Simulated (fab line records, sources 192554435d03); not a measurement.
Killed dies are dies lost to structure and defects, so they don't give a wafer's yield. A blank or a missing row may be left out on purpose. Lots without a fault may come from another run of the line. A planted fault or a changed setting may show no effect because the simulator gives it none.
fab line records | flow n5_finfet
record lots=5 wafers=15 last_day=19
route steps=1938 shown ZERO_LAYER@2 WELL_APT@20 BEOL_M4@1111 PASSIVATION@1936
lots that met no fault: from a run of the same line without faults
start_h: hours from the record's first day to the start of the lot's first wafer shown | wait_h: hours since the lot's step before | " the same as in the row above | L1.1+2: a row that stands for several wafers | - no value, or no start given | * or withheld: withheld | < > ~ a bound
route shown NAME@n: a module of which the file shows steps, and the number in the route of the first | usual: mean/standard deviation of fault-free wafers | same: alike in all rows | chamber/n: place in a boat | sites: the reading at each site | _std_site: their standard deviation | _edge_site: outer sites' mean less inner sites' | radius_mm: how far each site lies from the wafer's centre | mask NAME#n: copy n | behind: the tool/chamber that last shaped the wafer | hold: why the lot was held/for how many hours/how that ended | device: the transistor (n, p or np) that didn't switch | end of line: the same wafers' tests at the end of the route | a step without rows: its recipe alone | killed: dies lost to structure and defects at the first sort, not the wafer's yield | map: a wafer's dies, x killed, . not, _ none there
set.NAME: the setting as run; set.NAME@STEP: as run at that earlier step | model.NAME: the simulator's own value behind a step, which no gauge read
lots at some steps of the route; a table a step, a row a wafer
services: from which hour (start_h, from the record's first day; less than 0 if before it) a tool's chamber was out of use, for how many hours, and why
## steps
# step N5_ZERO_LAYER_PRECLEAN_00
# recipe chemistry=SPM time_s=600 temp_c=120 mix=4:1
# step N5_ZERO_LAYER_SRD_01
# recipe time_s=30 temp_c=23 rinse_liquid=diw dry=n2_spin spin_rpm=1500 dry_time_s=30
# step N5_ZERO_LAYER_PECVD_02
# recipe material=SiO2 target_thk_a=100 temp_c=400 precursor=SiH4/N2O pressure_torr=0.75 rf_w=275 time_s=6
# usual heater_power_outer_w=471/62 heater_power_w=772/82 showerhead_plenum_p_Torr=8.19/0.18
# columns lot.wafer tool chamber start_h wait_h heater_power_outer_w heater_power_w showerhead_plenum_p_Torr
L979.3 pecvd-01 1 24.28 0.0 556 872 8.35
L979.5 " 1 " " 553 865 8.35
L979.6 " 2 " " 425 703 8.31
L996.1 pecvd-01 1 126.28 0.0 557 876 8.37
L996.2 " 0 " " 445 736 8.25
L996.6 " 2 " " 418 695 8.31
L997.4 pecvd-01 0 132.31 0.1 544 843 8.24
L997.5 " 1 " " 520 838 8.37
L997.6 " 2 " " 445 731 8.30
L998.1 pecvd-01 0 138.47 0.0 513 820 8.26
L998.2 " 2 " " 468 806 8.30
L998.3 " 1 " " 539 843 8.36
L100.3 pecvd-03 0 150.30 0.0 400 683 7.90
L100.4 " 1 " " 491 839 7.96
L100.6 " 0 " " 406 682 7.90
# step N5_ZERO_LAYER_HMDS_04
# recipe time_s=60 temp_c=120
# step N5_ZERO_LAYER_COAT_05
# recipe spin_rpm=1500 resist_thk_nm=1000
# step N5_ZERO_LAYER_EBR_07
# recipe solvent=PGMEA ebr_width_mm=1.5
# step N5_ZERO_LAYER_SOFTBAKE_06
# recipe temp_c=100 time_s=90
# step N5_ZERO_LAYER_EXPOSE_08
# recipe mask_id=ZERO na=0.55 source_shape=conventional sigma_outer=0.8 polarization=unpolarized defocus_nm=0 target_cd_nm=2000 dose_mj=16.2
# step N5_ZERO_LAYER_PEB_09
# recipe peb_temp_c=withheld peb_time_s=*
# step N5_ZERO_LAYER_DEVELOP_10
# recipe develop_time_s=60 rinse_liquid=diw dry=air_spin dev_temp_c=21
# step N5_ZERO_LAYER_HARDBAKE_23
# recipe temp_c=130 time_s=120
# step N5_ZERO_LAYER_DESCUM_16
# recipe chemistry=O2 time_s=7.9 source_power_w=50 bias_power_w=20 pressure_mtorr=20 rf_frequency_hz=2.712e+07 temp_c=40 o2_flow_sccm=225
# step N5_ZERO_LAYER_ETCH_17
# recipe chemistry=CF4 target=SiO2 target_depth_a=120 time_s=13.3 ion_energy_ev=350 pressure_mtorr=40 source_w=450 bias_w=215 Ar_flow_sccm=100 cf4_flow_sccm=100
# step N5_ZERO_LAYER_ETCH_18
# recipe chemistry=HBr/Cl2 target=Si target_depth_a=1200 time_s=40 pressure_mtorr=10 icp_w=800 bias_w=75 HBr_flow_sccm=150 Cl2_flow_sccm=80
# step N5_ZERO_LAYER_STRIP_24
# recipe chemistry=O2 power_w=1000 temp_c=250 overash_fraction=0.3 pressure_mtorr=1000 o2_flow_sccm=6750
# step N5_ZERO_LAYER_STRIP_19
# recipe chemistry=SPM time_s=900 temp_c=130 h2so4_h2o2_vol_ratio=4 dry=ipa_marangoni
# step N5_ZERO_LAYER_INSPECT_20
# recipe inspect_instrument=darkfield mode=post_clean
# usual raw_defect_count=34/15
# columns lot.wafer tool chamber start_h wait_h raw_defect_count
L979.3 defect_inspect-02 - 25.26 0.0 65
L979.5 " - " " 22
L979.6 " - " " 81
L996.1 defect_inspect-01 - 127.30 0.0 36
L996.2 " - " " 23
L996.6 " - " " 393
L997.4 defect_inspect-02 - 133.63 0.0 33
L997.5 " - " " 46
L997.6 " - " " 378
L998.1 defect_inspect-01 - 139.69 0.0 15
L998.2 " - " " 375
L998.3 " - " " 26
L100.3 defect_inspect-02 - 151.63 0.0 42
L100.4 " - " " 38
L100.6 " - " " 25
# step N5_WELL_APT_HMDS_01
# recipe time_s=60 temp_c=120
# step N5_WELL_APT_COAT_02
# recipe spin_rpm=1357 resist_thk_nm=950
# step N5_WELL_APT_EBR_04
# recipe solvent=PGMEA ebr_width_mm=1.5
# step N5_WELL_APT_SOFTBAKE_03
# recipe temp_c=130 time_s=60
# step N5_WELL_APT_EXPOSE_05
# recipe mask_id=NWELL na=0.8 source_shape=conventional sigma_outer=0.8 polarization=unpolarized defocus_nm=0 target_cd_nm=200 dose_mj=20.3
# step N5_WELL_APT_PEB_06
# recipe peb_temp_c=130 peb_time_s=90
# step N5_WELL_APT_DEVELOP_07
# recipe develop_time_s=45 rinse_liquid=surfactant_rinse dry=air_spin dev_temp_c=21
# step N5_WELL_APT_HARDBAKE_12
# recipe temp_c=130 time_s=120
# step N5_WELL_APT_INSPECT_10
# recipe mode=adi inspect_instrument=macro
# usual raw_defect_count=1.9/1.4
# columns lot.wafer tool chamber start_h wait_h raw_defect_count
L979.3 defect_inspect-02 - 25.61 0.0 1
L979.5 " - " " 2
L979.6 " - " " 1
L996.1 defect_inspect-01 - 127.78 0.0 4
L996.2 " - " " 1
L996.6 " - " " >300
L997.4 defect_inspect-02 - 134.12 0.0 3
L997.5 " - " " 0
L997.6 " - " " >300
L998.1 defect_inspect-02 - 140.05 0.0 3
L998.2 " - " " >300
L998.3 " - " " 1
L100.3 defect_inspect-01 - 151.99 0.0 5
L100.4 " - " " 4
L100.6 " - " " 0
# step N5_WELL_APT_DESCUM_13
# recipe chemistry=O2 time_s=7.9 source_power_w=50 bias_power_w=20 pressure_mtorr=20 rf_frequency_hz=2.712e+07 temp_c=40 o2_flow_sccm=225
# step N5_WELL_APT_IMPLANT_14
# recipe species=P energy_kev=160 dose_cm2=1.5e+13 tilt_deg=0 rotation_deg=0
# step N5_WELL_APT_IMPLANT_15
# recipe species=As energy_kev=25 dose_cm2=1.5e+13 tilt_deg=0 rotation_deg=0
# step N5_WELL_APT_INSPECT_38
# recipe inspect_instrument=darkfield mode=post_epi
# usual raw_defect_count=13/4.6
# columns lot.wafer tool chamber start_h wait_h raw_defect_count
L979.3 defect_inspect-02 - 29.05 0.3 12
L979.5 " - " " 17
L979.6 " - " " 13
L996.1 defect_inspect-02 - 130.70 0.5 10
L996.2 " - " " 7
L996.6 " - " " 362
L997.4 defect_inspect-01 - 137.03 0.2 12
L997.5 " - " " 13
L997.6 " - " " 388
L998.1 defect_inspect-01 - 143.86 0.5 12
L998.2 " - " " 368
L998.3 " - " " 20
L100.3 defect_inspect-01 - 155.40 0.3 14
L100.4 " - " " 10
L100.6 " - " " 12
# step N5_BEOL_M4_RC_MEAS_101
# usual DIBL_N=36.6/1.3 DIBL_P=36.4/1.4 IOFF_N=0.167/0.023 IOFF_P=0.219/0.029 ION_N=678/8.7 ION_P=464/6.4 SS_N=71.5/0.53 SS_P=73.4/0.57 VT_N=248.5/2.8 VT_P=-249/3.1
# columns lot.wafer tool chamber start_h wait_h DIBL_N[mV/V] DIBL_P[mV/V] IOFF_N[nA/um] IOFF_P[nA/um] ION_N[uA/um] ION_P[uA/um] SS_N[mV/dec] SS_P[mV/dec] VT_N[mV] VT_P[mV]
L979.3 prober-02 0 196.53 0.3 35.5 35.3 0.147 0.207 677 467 70.4 73.4 250.7 -252
L979.5 " 0 " " 36.6 35.2 0.159 0.198 677 464 71.5 73.2 251.4 -249
L979.6 " 0 " " 34.8 33.9 0.130 0.189 663 459 71.2 73.2 253.6 -248
L996.1 prober-01 0 329.98 0.0 35.8 36.1 0.147 0.208 669 460 71.8 73.2 248.5 -251
L996.2 " 0 " " 36.4 37.0 0.156 0.211 675 469 71.3 73.5 250.8 -251
L996.6 " 0 " " 36.7 37.4 0.166 0.222 673 463 72.1 73.4 246.6 -251
L997.4 prober-01 0 334.99 0.5 36.9 35.3 0.148 0.176 676 458 71.3 73.2 249.4 -254
L997.5 " 0 " " 37.7 36.3 0.158 0.191 680 457 71.2 73.0 250.6 -251
L997.6 " 0 " " 37.2 35.9 0.148 0.179 669 458 71.5 73.4 251.7 -255
L998.1 prober-01 0 351.14 0.0 36.9 37.9 0.164 0.231 674 467 71.6 74.1 251.0 -249
L998.2 " 0 " " 36.5 37.0 0.149 0.200 676 457 71.7 72.9 249.8 -253
L998.3 " 0 " " 37.9 39.8 0.187 0.257 683 471 72.1 73.3 247.3 -248
L100.3 prober-02 0 351.72 0.3 36.3 37.9 0.161 0.207 675 468 71.6 72.9 251.6 -251
L100.4 " 0 " " 34.9 35.4 0.138 0.168 667 456 71.0 71.8 251.8 -255
L100.6 " 0 " " 35.5 36.8 0.152 0.197 676 461 70.6 72.7 248.2 -250
# step N5_PASSIVATION_PROBE_49
# usual defect_limited_yield=91.6/1.6 killed_at_M0_to_M3=32/9.7 killed_at_M4_up=13/4.4 killed_at_contacts=12/6.5 killed_at_front_end=38/12 killed_at_other=3.7/3 killed_dies=99/18 killed_open=66/14 killed_short=32/7.5 sort_bin_5_function=4.9/1 sort_bin_6_memory=3.2/0.73 sort_n_pass=1081/18 sort_yield_pct=91.6/1.6
# same gross_dies=1180 killed_at_back_side=0 sort_bin_4_leakage[%]=0 sort_bin_8_speed[%]=0
# columns lot.wafer tool chamber start_h wait_h defect_limited_yield[%] killed_at_M0_to_M3 killed_at_M4_up killed_at_contacts killed_at_front_end killed_at_other killed_dies killed_open killed_short sort_bin_5_function[%] sort_bin_6_memory[%] sort_n_pass sort_yield_pct[%]
L996.6 prober-01 - 431.09 0.3 82.5 25 18 13 143 8 207 62 31 12.5 3.8 973 82.5
L997.6 prober-02 - 449.89 0.3 83.8 16 5 15 148 7 191 53 23 10.2 4.4 989 83.8
L998.2 prober-02 - 455.27 0.1 83.3 28 9 10 142 8 197 62 25 10.5 4.3 983 83.3
# killed by level:class
L996.6 ZERO_LAYER:unspecified=111 MOL_CONTACT_COAG:geometric_particle:open=11 FIN_SAQP:geometric_particle:short=8 BEOL_M3:geometric_particle:open=8 BEOL_M4:geometric_particle:open=7 FIN_SAQP:geometric_particle:open=5 STARTING-WAFER:geometric_particle:open=5 BEOL_M0_SAQP:geometric_particle:open=4
L997.6 ZERO_LAYER:unspecified=114 MOL_CONTACT_COAG:geometric_particle:open=14 STI_FIN_REVEAL:geometric_particle:open=6 FIN_SAQP:geometric_particle:short=5 BEOL_M1:geometric_particle:open=5 BEOL_M0:geometric_particle:open=4 GATE_CUT:geometric_particle:short=4 STARTING-WAFER:geometric_particle:short=4
L998.2 ZERO_LAYER:unspecified=109 MOL_CONTACT_COAG:geometric_particle:open=10 DUMMY_GATE:geometric_particle:open=8 BEOL_M3:geometric_particle:open=6 STI_FIN_REVEAL:geometric_particle:open=5 FIN_SAQP:geometric_particle:short=4 BEOL_M0_SAQP:geometric_particle:open=4 BEOL_M1:geometric_particle:open=4
# map L996.6 (x killed, . not)
_________________............________________
______________..x....x.x........_____________
___________........x...............__________
__________...............x....x....._________
________x............................._______
_______...x.............x....x.........______
______..x.............x.......x.....x..._____
_____......x..x..........x.......x...x...____
____.x...................................x___
___..............x..x.............x........__
___...x...x.......................x........__
__...........x...x.x................x....x.._
__......x...x....................xx........._
_x......x.x..x.x.............................
_............x.xx...........x.x.............x
_..x.....xxxxxxx.x..x.......................x
_........xxxxxxxxxx...........xx.............
_...x..xxxxxxxxxxxxxx.x......................
_..x...xxxxxxxxxxxxx.x.........x............x
_......xxxxxxxxxxxxxxx....x..................
_....xxxxxxxxxxxxxx..x..............x........
__....x.xxxxxxxxxxxx........................_
__......xxxxxxxxxxxxxx......................_
___........xxxxxxxx.x...x........x......x..__
___..........x..x.x.......x.........x...x..__
____..x..x.......................x.......x___
_____........xx.....x....x.......x.......____
______...x.....x.....x.................._____
_______..................x.............______
________.....x.........x...xx........._______
__________.x......x....x.x.........._________
___________..x.......x......x..x...__________
______________........x........x_____________
_________________............________________
# map L997.6 (x killed, . not)
_________________............________________
______________.............x..xx_____________
___________......x.................__________
__________...x......................_________
________....................x........._______
_______.xx....x........................______
______....x.x....x........x............._____
_____.......x.x.......x......x...........____
____..x...................x..........x....___
___..x...........x...............x.........__
___....x...........x.........x...x.........__
__.....x............x......x..x.....x......x_
__x................x.......................x_
_..........x.............x...................
_x.............xx............................
_........xxxxxxx.x.x.x............x..........
_......xx.xxxxxxxx.....x.....................
_.x.....xxxxxxxxxxx...x............x.........
_......xxxxxxxxxxxxxx.........x..x....x......
_.....x.xxxxxxxxxxxxxx...................xx..
_.....x.xxxxxxxxxxx....................x.....
__....x.xxxxxxxxxxxx.xx...x................._
__....xx.x.xxxxxxxxxx.x....................._
___..x......xxxxxx..x......................__
___x..........xxxx.......................xx__
____.........xx.................x.........___
_____.......x...........x.............x..____
______........x.................x......._____
_______......x...............x.....x...______
________.......................x......_______
__________................xx...x..x._________
___________......x........x.x.....x__________
______________................x._____________
_________________.......x....________________
## services
# columns tool chamber start_h hours kind
pecvd-03 1 4.71 5.5 scheduled_down
pecvd-03 0 13.62 2.1 scheduled_down
pecvd-01 - 42.77 2.8 pm
pecvd-01 2 49.34 5.5 scheduled_down
pecvd-03 2 51.03 6.6 repair
pecvd-01 2 58.12 2.1 scheduled_down
pecvd-01 2 75.79 5.0 scheduled_down
pecvd-03 1 111.16 5.0 scheduled_down
pecvd-01 0 146.99 2.1 scheduled_down
## key
first_sign step=N5_ZERO_LAYER_INSPECT_20 reading=raw_defect_count direction=up sigmas=23 usual=34 struck=382
effect step=N5_WELL_APT_INSPECT_10 reading=raw_defect_count direction=up sigmas=99+ usual=1.9 struck=>300
effect step=N5_WELL_APT_INSPECT_38 reading=raw_defect_count direction=up sigmas=78 usual=13 struck=373
effect step=N5_PASSIVATION_PROBE_49 reading=killed_at_front_end direction=up sigmas=8.8 usual=38 struck=144
more_kills_born_at N5_ZERO_LAYER_PECVD_02@pecvd-01=334
met_at N5_ZERO_LAYER_PECVD_02
struck_wafers L996.6,L997.6,L998.2
onset_between 24.28 126.28
fault kind=chamber_particle_source tool=pecvd-01 chamber=2 onset_h=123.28 steps=N5_ZERO_LAYER_PECVD_02 rate_per_visit_cm2=0.54426 end_h=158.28
